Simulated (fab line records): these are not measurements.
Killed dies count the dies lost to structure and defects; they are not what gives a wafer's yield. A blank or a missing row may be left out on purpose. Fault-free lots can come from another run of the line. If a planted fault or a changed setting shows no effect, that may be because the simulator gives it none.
fab line records	flow nandHarc
record lots=5	wafers=14	lastDay=32
route steps=1302 shown P_GATE@215 P_CONTACT@217
lots untouched by any fault: they come from a run of this same line in which no faults occurred
startH: hours from the record's first day to the start of the lot's first wafer shown	waitH: hours elapsed since this lot's preceding step	" unchanged from the row above	L1.1+2: a single row standing in for several wafers	- no value, or no start was given	* or withheld: withheld	< > ~ a bound
route shown NAME@n: NAME is a module with steps in the file, n the number in the route of the first one	usual: average and standard deviation across the fault-free wafers	same: alike in all rows	chamber/n: place in a boat	sites: each site's reading	_std_site: the standard deviation of these	_edge_site: inner sites' mean taken away from outer sites' mean	radiusMm: how far each site lies from the wafer's centre	mask NAME#n: copy n	behind: the last tool/chamber to shape the wafer	hold: what put the lot on hold/how long, in hours/how the hold closed	device: transistor that didn't switch, given as n, p or np	end of line: at the end of the route, the tests of the same wafers	where a step has no rows: the recipe by itself	killed: dies lost to structure and defects at the first sort, not the wafer's yield	map: the dies of a wafer, with x for killed, . for not killed, _ for no die there
set.NAME: the setting the step ran with; set.NAME@STEP: the setting that earlier step ran with	model.NAME: the simulator's own value behind a step, which no gauge read
lots seen at some steps along the route; tables by step, rows by wafer
services: the hour from which a tool's chamber was out of use, counted from the record's first day as startH (under 0 if before that day), plus the number of hours and why
## steps
# step NHARC_P_GATE_RTA_82
# recipe tempC=450	timeS=30
# usual lampPowerPct=3.71/0.14	wafer_temp_C_max=454.0/0.73
lot.wafer	tool	chamber	startH	waitH	lampPowerPct	wafer_temp_C_max
L723.1	rtpAnneal-02	0	157.57	-	3.86	455.2
L723.3	"	0	"	"	3.86	452.9
L723.5	"	0	"	"	3.86	453.8
L724.1	rtpAnneal-01	0	161.90	-	3.59	455.2
L724.2	"	0	"	"	3.58	456.0
L734.1	rtpAnneal-01	0	262.14	-	3.58	453.8
L734.4	"	0	"	"	3.59	453.1
L734.6	"	0	"	"	3.59	453.6
L736.1	rtpAnneal-02	0	285.97	-	3.86	453.6
L736.4	"	0	"	"	3.86	454.9
L736.6	"	0	"	"	3.86	454.2
L741.1	rtpAnneal-02	0	333.52	-	3.86	454.3
L741.3	"	0	"	"	3.86	455.0
L741.4	"	0	"	"	3.86	453.8
# step NHARC_P_GATE_INSPECT_68
# usual rawDefectCount=199/70
lot.wafer	tool	chamber	startH	waitH	rawDefectCount
L723.1	defectInspect-01	-	157.76	0.2	164
L723.3	"	-	"	"	110
L723.5	"	-	"	"	111
L724.1	defectInspect-02	-	162.10	0.2	251
L724.2	"	-	"	"	148
L734.1	defectInspect-01	-	262.33	0.2	190
L734.4	"	-	"	"	132
L734.6	"	-	"	"	155
L736.1	defectInspect-01	-	286.17	0.2	324
L736.4	"	-	"	"	158
L736.6	"	-	"	"	170
L741.1	defectInspect-01	-	333.72	0.2	157
L741.3	"	-	"	"	396
L741.4	"	-	"	"	341
# step NHARC_P_CONTACT_DEP_30
# recipe targetThkA=300	tempC=400	targetThkNm=30	flowSccm=200	rfW=450	material=SiNx
# usual heaterPowerW=660/55
lot.wafer	tool	chamber	startH	waitH	heaterPowerW
L723.3	pecvd-04	1	157.83	0.1	640
L723.1	"	0	"	"	614
L723.5	"	1	"	"	646
L724.1	pecvd-01	0	162.16	0.1	631
L724.2	"	2	"	"	732
L734.1	pecvd-04	1	262.44	0.1	698
L734.6	"	0	"	"	640
L734.4	"	2	"	"	616
L736.1	pecvd-04	0	286.28	0.1	652
L736.4	"	0	"	"	642
L736.6	"	1	"	"	714
L741.1	pecvd-02	1	333.79	0.1	713
L741.3	"	2	"	"	707
L741.4	"	0	"	"	634
# step NHARC_P_CONTACT_DEP_00
# recipe targetThkA=5000	tempC=400	pressureTorr=6.5	rfW=900	teosFlowSccm=161.4	flowSccm=2650	targetThkNm=500	gas=O2	material=SiO2
# usual heaterPowerW=494/69	throttleValvePct=16.1/0.38
lot.wafer	tool	chamber	startH	waitH	heaterPowerW	throttleValvePct
L723.3	pecvd-04	1	-	-	479	15.8
L723.1	"	0	"	"	488	16.4
L723.5	"	1	"	"	499	15.7
L724.1	pecvd-01	0	162.51	0.3	371	16.4
L724.2	"	2	"	"	559	16.6
L734.1	pecvd-04	1	-	-	428	16.2
L734.6	"	0	"	"	499	16.8
L734.4	"	2	"	"	441	16.0
L736.1	pecvd-04	0	-	-	428	16.3
L736.4	"	0	"	"	424	16.4
L736.6	"	1	"	"	580	15.5
L741.1	pecvd-02	1	-	-	610	15.3
L741.3	"	2	"	"	583	16.1
L741.4	"	0	"	"	394	16.5
# step NHARC_P_CONTACT_CMP_01
# recipe targetThkNm=200	material=SiO2
# usual motorCurrentA=12.0/0.81
lot.wafer	tool	chamber	startH	waitH	motorCurrentA
L723.3	cmp-04	2	158.54	-	10.7
L723.1	"	1	"	"	12.1
L723.5	"	3	"	"	13.0
L724.1	cmp-04	2	163.15	0.6	10.9
L724.2	"	3	"	"	13.2
L734.1	cmp-01	0	263.11	-	13.6
L734.4	"	3	"	"	10.8
L734.6	"	1	"	"	13.0
L736.4	cmp-04	1	287.00	-	11.7
L736.1	"	2	"	"	10.6
L736.6	"	3	"	"	12.8
L741.1	cmp-04	0	334.50	-	11.6
L741.4	"	2	"	"	11.0
L741.3	"	3	"	"	13.2
# step NHARC_P_CONTACT_SRD_03
# step NHARC_P_CONTACT_DEHYDRATE_04
# recipe tempC=150	timeS=120
# step NHARC_P_CONTACT_HMDS_05
# recipe timeS=30
# step NHARC_P_CONTACT_COAT_33
# recipe tempC=260	timeS=75
# step NHARC_P_CONTACT_COAT_34
# recipe tempC=225	timeS=65
# step NHARC_P_CONTACT_COAT_06
# recipe spinRpm=1500	resistThkNm=90
# step NHARC_P_CONTACT_SOFTBAKE_07
# recipe tempC=105	timeS=55
# usual heaterPowerTotalW=188.44/0.14
lot.wafer	tool	chamber	startH	waitH	heaterPowerTotalW
L723.1	lithoTrack-06	0	158	-	188.35
L723.3	"	0	"	"	188.68
L723.5	"	0	"	"	188.36
L724.1	lithoTrack-06	0	163	-	222.59
L724.2	"	0	"	"	222.54
L734.1	lithoTrack-06	0	263	-	188.57
L734.4	"	0	"	"	188.29
L734.6	"	0	"	"	188.77
L736.1	lithoTrack-01	0	287	-	188.71
L736.4	"	0	"	"	188.26
L736.6	"	0	"	"	188.69
L741.1	lithoTrack-06	0	334	-	188.50
L741.3	"	0	"	"	188.59
L741.4	"	0	"	"	188.36
# step NHARC_P_CONTACT_EBR_08
## services
tool	chamber	startH	hours	kind
pecvd-04	-	136.37	0.5	repair
pecvd-01	1	144.67	20.0	repair
lithoTrack-01	-	155.00	7.0	pm
cmp-04	-	166.10	0.3	repair
lithoTrack-06	-	179.00	7.0	pm
cmp-01	-	179.81	1.3	repair
cmp-01	-	185.50	4.0	pm
cmp-04	-	206.57	0.9	repair
cmp-04	-	209.08	4.0	pm
pecvd-02	-	227.00	13.0	pm
cmp-01	-	227.82	3.5	repair
pecvd-04	-	269.14	13.0	pm
pecvd-04	0	269.14	13.0	ventCycle
pecvd-04	1	269.14	13.0	ventCycle
pecvd-04	2	269.14	13.0	ventCycle
cmp-01	-	270.18	2.5	repair
cmp-01	-	283.55	4.0	pm
pecvd-04	-	287.53	0.9	repair
cmp-04	-	296.77	1.7	repair
cmp-04	-	307.08	4.0	pm
pecvd-01	-	311.07	13.0	pm
pecvd-02	0	316.03	2.9	repair
cmp-04	-	326.02	3.5	repair
lithoTrack-01	-	330.00	7.0	pm
## key
firstSign step=NHARC_P_CONTACT_SOFTBAKE_07	reading=heaterPowerTotalW	direction=up	sigmas=99+	usual=*	struck=*
effect none on later readings
metAt NHARC_P_CONTACT_SOFTBAKE_07
struckWafers L724.1,L724.2
testerLeftOut L724
onsetBetween 158 163
fault kind=processParameterDrift	tool=lithoTrack-06	chamber=-	onsetH=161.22	steps=NHARC_P_CONTACT_SOFTBAKE_07	channel=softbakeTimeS	offset=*	shape=step	endH=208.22	scope=struckWafersOnly	actsIn=*	stated=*
# testerLeftOut: of these lots the tester's yield and bins aren't shown, on N5 and GAA mostly nor the transistor test; their killed dies are dies lost to structure and defects alone, not to doping, threshold or leakage, so they don't give the yield
